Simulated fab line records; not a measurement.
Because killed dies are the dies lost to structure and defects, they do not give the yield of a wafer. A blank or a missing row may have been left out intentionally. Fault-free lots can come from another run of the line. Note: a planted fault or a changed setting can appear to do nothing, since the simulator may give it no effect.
fab line records    flow nand_harc
[record] lots = 13  wafers = 37  last_day = 34
route steps=1302 shown P_CONTACT@232 P_M0@261 END@1302
lots that met no fault: taken from a fault-free run of the same line
start_h: start of the lot's first displayed wafer, in hours after the record's first day    wait_h: hours from the lot's prior step to this one    " unchanged from the row above    L1.1+2: a row that stands for several wafers    - no value, or no start given    * or withheld: withheld    < > ~ a bound
route shown NAME@n: names a module that has steps shown in the file, with the first one's number in the route    usual: average and standard deviation across the fault-free wafers    same: alike in all rows    chamber/n: place in a boat    sites: each site's reading    _std_site: how widely they spread, as a standard deviation    _edge_site: outer sites' mean less inner sites'    radius_mm: how far each site lies from the wafer's centre    mask NAME#n: copy n    behind: tool/chamber where the wafer was last shaped    hold: cause of the lot's hold/its duration in hours/its outcome    device: names the non-switching transistor (n, p or np)    end of line: tests of these same wafers at the route's end    for a step that has no rows: nothing shown but its recipe    killed: count of dies lost to structure and defects at first sort (not the wafer's yield)    map: a wafer's dies, x killed, . not, _ none there
set.NAME: setting as actually run; set.NAME@STEP: the setting as run at that earlier step    model.NAME: the simulator's own value behind a step, which no gauge read
a sample of lots followed through the steps of the route, with each step as a table and each wafer as a row
services: the hour from which a tool's chamber was out of use, counted from the record's first day as start_h (under 0 if before that day), plus the number of hours and why
[[steps]]
[step NHARC_P_CONTACT_CD_MEAS_12]
[recipe] target_cd_nm = 90  landing_energy_ev = 500
[usual] cd_nm = 89.7/0.71
lot.wafer  tool       chamber  start_h  wait_h  cd_nm
L180.1     cd_sem-01  0        120.04   -       90.8
L180.3     "          0        "        "       90.1
L180.5     "          0        "        "       90.8
L181.1     cd_sem-03  0        123.10   -       89.7
L181.3     "          0        "        "       88.8
L181.4     "          0        "        "       90.2
L184.3     cd_sem-03  0        156.58   -       89.6
L184.4     "          0        "        "       89.3
L184.6     "          0        "        "       90.2
L192.5     cd_sem-01  0        239.82   -       89.9
L192.6     "          0        "        "       89.4
L193.3     cd_sem-01  0        246.51   -       89.3
L193.6     "          0        "        "       90.1
L195.3     cd_sem-02  0        264.21   -       90.5
L195.4     "          0        "        "       89.6
L195.5     "          0        "        "       90.4
L196.2     cd_sem-01  0        283.21   -       90.1
L196.3     "          0        "        "       91.4
L196.6     "          0        "        "       90.7
L198.3     cd_sem-02  0        295.20   -       89.2
L198.4     "          0        "        "       89.2
L198.5     "          0        "        "       89.8
L199.2     cd_sem-03  0        308.65   -       90.5
L199.3     "          0        "        "       89.4
L199.4     "          0        "        "       90.0
L200.4     cd_sem-03  0        324.69   -       90.2
L200.5     "          0        "        "       90.7
L200.6     "          0        "        "       90.2
L201.2     cd_sem-02  0        337.79   -       89.8
L201.4     "          0        "        "       90.0
L201.5     "          0        "        "       88.8
L202.1     cd_sem-02  0        340.65   -       90.4
L202.4     "          0        "        "       91.1
L202.5     "          0        "        "       90.0
L203.1     cd_sem-02  0        347.89   -       89.0
L203.3     "          0        "        "       89.1
L203.5     "          0        "        "       88.8
[step NHARC_P_CONTACT_ETCH_35]
[recipe] target_depth_a = 390  over_etch_frac = 0.3  time_s = 65  ion_energy_ev = 80  cf4_flow_sccm = 150  ar_flow_sccm = 0  rf_w = 300  bias_w = 100  chemistry = CF4
[usual] drypump_motor_current_A = 5.6/0.43  oes_product_au = 0.998/0.012  rf_fwd_power_W = 297.3/1.2  rf_vpp_V = 151.2/1.3  showerhead_plenum_p_Torr = 1.77/0.083  throttle_valve_pct = 13.285/0.0098
lot.wafer  tool         chamber  start_h  wait_h  drypump_motor_current_A  oes_product_au  rf_fwd_power_W  rf_hours_counter_h  rf_vpp_V  showerhead_plenum_p_Torr  throttle_valve_pct
L180.1     rie_diel-01  1        120.31   0.1     5.1                      0.998           297.2           2.2                 150.1     1.66                      13.279
L180.3     "            3        "        "       6.1                      1.008           299.2           2.7                 150.4     1.67                      13.286
L180.5     "            1        "        "       5.2                      1.003           297.9           -                   150.4     1.66                      13.281
L181.3     rie_diel-06  2        123.38   0.1     4.8                      1.002           297.6           4.8                 152.2     1.89                      13.268
L181.4     "            3        "        "       6.0                      0.996           298.2           5.0                 151.3     1.89                      13.277
L181.1     "            0        "        "       5.7                      0.980           296.5           4.7                 151.3     1.82                      13.280
L184.3     rie_diel-06  0        156.85   0.1     5.7                      0.969           295.6           0.8                 151.4     1.82                      13.281
L184.4     "            1        "        "       5.8                      0.991           296.7           1.0                 150.8     1.73                      13.298
L184.6     "            2        "        "       4.8                      0.991           297.1           -                   152.3     1.89                      13.305
L192.6     rie_diel-01  0        240.10   0.1     5.2                      1.013           299.2           -                   151.4     1.72                      13.293
L192.5     "            1        "        "       5.1                      0.998           297.4           -                   148.4     1.66                      13.287
L193.3     rie_diel-01  3        246.79   0.1     6.1                      0.997           297.9           0.9                 150.5     1.67                      13.286
L193.6     "            1        "        "       5.1                      0.993           297.2           -                   151.2     1.66                      13.278
L195.4     rie_diel-01  1        264.48   0.1     5.1                      0.993           295.3           2.1                 150.6     1.66                      13.297
L195.3     "            2        "        "       5.8                      1.012           299.0           1.9                 151.6     1.88                      13.299
L195.5     "            2        "        "       5.8                      1.009           297.2           -                   153.3     1.88                      13.294
L196.2     rie_diel-06  2        283.49   0.1     4.8                      0.996           296.5           4.2                 152.2     1.89                      13.294
L196.3     "            3        "        "       6.0                      0.971           299.2           3.6                 151.5     1.89                      13.294
L196.6     "            0        "        "       5.7                      0.979           296.8           -                   151.1     1.82                      13.268
L198.3     rie_diel-05  1        295.48   0.1     6.0                      0.999           296.5           1.8                 148.2     1.72                      13.281
L198.4     "            2        "        "       5.8                      1.008           296.4           1.9                 149.3     1.70                      13.305
L198.5     "            3        "        "       5.1                      0.993           298.3           -                   149.8     1.78                      13.285
L199.2     rie_diel-05  3        308.92   0.1     5.1                      0.998           298.0           3.3                 151.7     1.78                      13.286
L199.4     "            0        "        "       5.1                      0.997           297.4           3.2                 150.5     1.69                      13.307
L199.3     "            2        "        "       5.8                      1.003           295.0           3.1                 150.4     1.70                      13.283
L200.4     rie_diel-01  0        324.99   0.1     5.2                      1.002           297.9           -                   149.9     1.72                      13.291
L200.6     "            2        "        "       5.8                      1.014           296.7           -                   152.8     1.88                      13.277
L200.5     "            3        "        "       6.1                      1.011           296.8           -                   149.5     1.67                      13.278
L201.2     rie_diel-01  3        338.08   0.1     6.1                      1.010           298.2           3.7                 149.9     1.67                      13.271
L201.5     "            3        "        "       6.1                      1.013           297.5           -                   149.8     1.67                      13.296
L201.4     "            0        "        "       5.2                      1.000           298.3           -                   149.9     1.72                      13.284
L202.4     rie_diel-05  2        340.93   0.1     5.7                      0.998           296.3           5.2                 151.5     1.70                      13.289
L202.1     "            3        "        "       5.1                      0.986           295.2           5.4                 152.1     1.77                      13.272
L202.5     "            1        "        "       6.0                      0.995           297.0           -                   150.5     1.72                      13.287
L203.3     rie_diel-06  0        348.16   0.1     5.7                      0.988           297.0           0.4                 151.9     1.82                      13.304
L203.1     "            1        "        "       5.8                      0.996           297.7           0.4                 149.5     1.73                      13.287
L203.5     "            0        "        "       5.7                      0.988           296.7           -                   151.9     1.82                      13.251
[step NHARC_P_CONTACT_CD_MEAS_19]
[usual] cd_nm = 89.5/1.5
lot.wafer  tool       chamber  start_h  wait_h  cd_nm
L180.1     cd_sem-02  -        121.10   -       91.2
L180.3     "          -        "        "       90.3
L180.5     "          -        "        "       91.1
L181.1     cd_sem-02  -        124.16   -       90.5
L181.3     "          -        "        "       88.4
L181.4     "          -        "        "       89.2
L184.3     cd_sem-02  -        157.63   -       88.4
L184.4     "          -        "        "       90.4
L184.6     "          -        "        "       89.7
L192.5     cd_sem-02  -        240.87   -       89.6
L192.6     "          -        "        "       89.4
L193.3     cd_sem-03  -        247.57   -       89.9
L193.6     "          -        "        "       89.7
L195.3     cd_sem-02  -        265.27   -       92.1
L195.4     "          -        "        "       89.4
L195.5     "          -        "        "       90.3
L196.2     cd_sem-03  -        284.26   -       88.8
L196.3     "          -        "        "       89.9
L196.6     "          -        "        "       90.7
L198.3     cd_sem-03  -        296.25   -       88.7
L198.4     "          -        "        "       87.2
L198.5     "          -        "        "       88.6
L199.2     cd_sem-03  -        309.71   -       91.1
L199.3     "          -        "        "       90.2
L199.4     "          -        "        "       92.1
L200.4     cd_sem-01  -        325.90   -       91.7
L200.5     "          -        "        "       92.6
L200.6     "          -        "        "       89.5
L201.2     cd_sem-01  -        338.99   -       90.6
L201.4     "          -        "        "       90.1
L201.5     "          -        "        "       89.3
L202.1     cd_sem-01  -        341.71   -       88.9
L202.4     "          -        "        "       91.0
L202.5     "          -        "        "       91.6
L203.1     cd_sem-02  -        348.95   -       87.4
L203.3     "          -        "        "       87.6
L203.5     "          -        "        "       88.1
[step NHARC_P_M0_PEB_07]
[recipe] peb_temp_c = 100  peb_time_s = 65
[usual] heater_power_total_W = 156.6/0.4
lot.wafer  tool            chamber  start_h  wait_h  heater_power_total_W
L180.1     litho_track-04  0        124.16   0.1     156.7
L180.3     "               0        "        "       156.7
L180.5     "               0        "        "       157.0
L181.1     litho_track-01  0        127.18   0.1     156.0
L181.3     "               0        "        "       156.1
L181.4     "               0        "        "       157.1
L184.3     litho_track-06  0        160.66   0.0     156.8
L184.4     "               0        "        "       156.8
L184.6     "               0        "        "       156.4
L192.5     litho_track-04  0        243.78   0.0     156.1
L192.6     "               0        "        "       175.5
L193.3     litho_track-04  0        250.73   0.0     175.4
L193.6     "               0        "        "       176.0
L195.3     litho_track-06  0        268.29   0.0     157.1
L195.4     "               0        "        "       156.9
L195.5     "               0        "        "       156.2
L196.2     litho_track-01  0        287.29   0.1     157.0
L196.3     "               0        "        "       156.7
L196.6     "               0        "        "       157.0
L198.3     litho_track-01  0        299.28   0.0     156.5
L198.4     "               0        "        "       156.8
L198.5     "               0        "        "       157.0
L199.2     litho_track-01  0        312.84   0.1     157.1
L199.3     "               0        "        "       156.1
L199.4     "               0        "        "       156.9
L200.4     litho_track-06  0        328.92   0.0     156.4
L200.5     "               0        "        "       156.0
L200.6     "               0        "        "       156.1
L201.2     litho_track-06  0        342.02   0.1     156.9
L201.4     "               0        "        "       156.1
L201.5     "               0        "        "       156.2
L202.1     litho_track-04  0        344.75   0.1     156.5
L202.4     "               0        "        "       156.9
L202.5     "               0        "        "       156.3
L203.1     litho_track-04  0        351.86   0.1     156.8
L203.3     "               0        "        "       156.2
L203.5     "               0        "        "       157.2
[step NHARC_P_M0_CD_MEAS_09]
[recipe] target_cd_nm = 90  landing_energy_ev = 500
[usual] cd_nm = 89.7/0.56
lot.wafer  tool       chamber  start_h  wait_h  cd_nm
L180.1     cd_sem-01  0        124.24   -       91.0
L180.3     "          0        "        "       90.6
L180.5     "          0        "        "       90.4
L181.1     cd_sem-01  0        127.26   -       89.1
L181.3     "          0        "        "       89.2
L181.4     "          0        "        "       89.7
L184.3     cd_sem-02  0        160.74   -       90.2
L184.4     "          0        "        "       89.2
L184.6     "          0        "        "       89.6
L192.5     cd_sem-01  0        243.87   -       90.0
L192.6     "          0        "        "       82.1
L193.3     cd_sem-02  0        250.81   -       80.9
L193.6     "          0        "        "       81.7
L195.3     cd_sem-03  0        268.37   -       89.1
L195.4     "          0        "        "       90.0
L195.5     "          0        "        "       89.2
L196.2     cd_sem-01  0        287.37   -       90.3
L196.3     "          0        "        "       90.8
L196.6     "          0        "        "       90.2
L198.3     cd_sem-02  0        299.36   -       88.7
L198.4     "          0        "        "       90.1
L198.5     "          0        "        "       89.5
L199.2     cd_sem-02  0        312.92   -       89.9
L199.3     "          0        "        "       90.2
L199.4     "          0        "        "       90.2
L200.4     cd_sem-02  0        329.01   -       89.8
L200.5     "          0        "        "       89.6
L200.6     "          0        "        "       90.4
L201.2     cd_sem-02  0        342.10   -       89.6
L201.4     "          0        "        "       88.8
L201.5     "          0        "        "       88.8
L202.1     cd_sem-03  0        344.83   -       90.1
L202.4     "          0        "        "       89.0
L202.5     "          0        "        "       89.7
L203.1     cd_sem-01  0        351.94   -       89.8
L203.3     "          0        "        "       89.5
L203.5     "          0        "        "       88.9
[step NHARC_END_SORT_01]
[recipe] temp_c = 25
[usual] defect_limited_yield = 90.9/2.8  killed_at_array = 56/19  killed_at_other = 1.0/1.3  killed_at_periphery = 3.8/2.2  killed_dies = 61/19  killed_open = 3.1/1.9  killed_short = 2.3/1.5
[same] gross_dies = 677
lot.wafer  tool       chamber  start_h  wait_h  defect_limited_yield[%]  killed_at_array  killed_at_other  killed_at_periphery  killed_dies  killed_open  killed_short
L184.3     prober-02  0        594.94   3.1     86.7                     88               0                2                    90           3            4
L184.4     prober-02  0        595.74   3.4     88.8                     73               3                0                    76           2            5
L184.6     prober-02  0        597.32   4.0     88.2                     74               0                6                    80           5            2
L192.5     prober-01  0        684.19   3.7     95.9                     23               1                4                    28           2            2
L192.6     prober-01  0        685.00   4.0     97.0                     15               1                4                    20           4            2
L193.3     prober-02  0        702.22   3.1     88.2                     75               0                5                    80           2            5
L193.6     prober-02  0        704.62   4.0     89.4                     67               4                1                    72           6            2
L200.4     prober-02  0        753.08   3.4     94.2                     32               0                7                    39           2            2
L200.5     prober-02  0        753.87   3.7     93.6                     37               2                4                    43           4            4
L200.6     prober-02  0        754.67   4.0     93.5                     37               3                4                    44           6            4
// killed by level:class
L184.3 A_CHANNEL_HOLE_D1:chamber_film_flake=37 A_SLIT:chamber_film_flake=26 A_CHANNEL_HOLE_D2:chamber_film_flake=12 A_STAIRCASE:chamber_film_flake=3 A_M0:geometric_particle:short=2 A_WL_FILL:chamber_film_flake=2 P_GATE:geometric_particle:open=1 A_ONON_D1:geometric_particle:short=1
L184.4 A_CHANNEL_HOLE_D1:chamber_film_flake=30 A_SLIT:chamber_film_flake=24 A_CHANNEL_HOLE_D2:chamber_film_flake=7 THIN_TSV:chamber_film_flake=3 A_WL_FILL:geometric_particle:short=2 A_ZERO_WELL:chamber_film_flake=2 A_ONON_D1:geometric_particle:short=1 A_DECK1_JOINT:geometric_particle:open=1
L184.6 A_CHANNEL_HOLE_D1:chamber_film_flake=34 A_SLIT:chamber_film_flake=26 A_CHANNEL_HOLE_D2:chamber_film_flake=6 P_STI:chamber_film_flake=2 P_GATE:geometric_particle:open=1 P_M0:geometric_particle:open=1 P_M2:geometric_particle:open=1 A_CHANNEL_FILL_D1:geometric_particle:short=1
L192.5 A_CHANNEL_HOLE_D1:chamber_film_flake=11 A_BLC:chamber_film_flake=4 P_CONTACT:chamber_film_flake=3 A_WL_FILL:chamber_film_flake=2 A_CONTACT:chamber_film_flake=2 P_CONTACT:geometric_particle:short=1 A_SOURCE_PLATE:geometric_particle:open=1 A_ONON_D1:geometric_particle:short=1
L192.6 A_CHANNEL_HOLE_D1:chamber_film_flake=6 P_STI:chamber_film_flake=2 A_STAIRCASE:chamber_film_flake=2 P_GATE:geometric_particle:open=1 P_M2:geometric_particle:open=1 A_DECK1_JOINT:geometric_particle:short=1 A_CONTACT:geometric_particle:open=1 A_BLC:geometric_particle:short=1
L193.3 A_SLIT:chamber_film_flake=33 A_CHANNEL_HOLE_D1:chamber_film_flake=30 P_M1:chamber_film_flake=3 A_ONON_D1:geometric_particle:short=2 A_WL_FILL:chamber_film_flake=2 A_STAIRCASE:chamber_film_flake=2 A_CONTACT:chamber_film_flake=2 P_CONTACT:geometric_particle:open=1
L193.6 A_CHANNEL_HOLE_D1:chamber_film_flake=29 A_SLIT:chamber_film_flake=24 THIN_TSV:chamber_film_flake=4 A_WL_FILL:chamber_film_flake=3 A_ONON_D2:geometric_particle:open=2 A_DECK1_JOINT:chamber_film_flake=2 A_CHANNEL_FILL_D1:geometric_particle:open=1 A_DECK1_JOINT:geometric_particle:open=1
L200.4 A_CHANNEL_HOLE_D1:chamber_film_flake=14 A_SLIT:chamber_film_flake=5 P_ZERO_WELL:chamber_film_flake=4 A_CONTACT:chamber_film_flake=4 P_GATE:chamber_film_flake=3 A_ONON_D1:geometric_particle:open=2 A_STAIRCASE:chamber_film_flake=2 A_DECK1_JOINT:geometric_particle:short=1
L200.5 A_CHANNEL_HOLE_D1:chamber_film_flake=15 A_SLIT:chamber_film_flake=6 A_STAIRCASE:chamber_film_flake=3 A_ONON_D2:geometric_particle:open=2 A_CHANNEL_FILL_D2:geometric_particle:short=2 P_GATE:chamber_film_flake=2 THIN_TSV:chamber_film_flake=2 A_WL_FILL:chamber_film_flake=2
L200.6 A_CHANNEL_HOLE_D1:chamber_film_flake=12 A_SLIT:chamber_film_flake=5 A_STAIRCASE:chamber_film_flake=3 THIN_TSV:chamber_film_flake=3 P_GATE:chamber_film_flake=2 A_DECK1_JOINT:chamber_film_flake=2 A_CHANNEL_FILL_D2:chamber_film_flake=2 A_CONTACT:chamber_film_flake=2
[[services]]
tool            chamber  start_h  hours  kind
rie_diel-01     0        109.30   -      clean
rie_diel-01     1        109.30   -      clean
rie_diel-01     2        109.30   -      clean
rie_diel-01     3        109.30   -      clean
rie_diel-06     2        125.34   2.6    repair
rie_diel-06     -        130.20   9.0    pm
litho_track-01  -        155.00   7.0    pm
litho_track-06  -        179.00   7.0    pm
rie_diel-05     2        181.75   3.1    repair
litho_track-04  -        203.00   7.0    pm
rie_diel-01     -        203.80   9.0    pm
rie_diel-06     3        209.51   11.8   repair
rie_diel-01     -        222.93   0.5    repair
rie_diel-05     -        229.61   9.0    pm
rie_diel-06     1        235.29   15.2   repair
rie_diel-05     0        290.26   2.7    repair
rie_diel-06     1        298.66   7.2    repair
rie_diel-01     2        300.56   9.2    repair
rie_diel-01     3        302.29   13.9   repair
rie_diel-06     -        307.20   9.0    pm
rie_diel-01     1        319.99   20.5   repair
litho_track-01  -        330.00   7.0    pm
rie_diel-06     0        334.27   4.1    repair
rie_diel-05     -        344.83   0.1    repair
[[key]]
[first_sign] step = NHARC_P_M0_PEB_07  reading = heater_power_total_W  direction = up  sigmas = 47  usual = *  struck = *
[effect] step = NHARC_P_M0_CD_MEAS_09  reading = cd_nm  direction = down  sigmas = 15  usual = 89.7  struck = 81.6
met_at NHARC_P_M0_PEB_07
struck_lots L192,L193
struck_wafers L192.6,L193.3,L193.6
not_acting_at NHARC_P_CONTACT_CD_MEAS_12,NHARC_P_CONTACT_ETCH_35,NHARC_P_CONTACT_CD_MEAS_19
onset_between 124.16 243.78
[fault] kind = process_parameter_drift  tool = litho_track-04  chamber = -  onset_h = 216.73  steps = NHARC_P_M0_PEB_07  channel = peb_time_s  offset = *  shape = step  end_h = 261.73  scope = struck_wafers_only  acts_in = *  stated = *
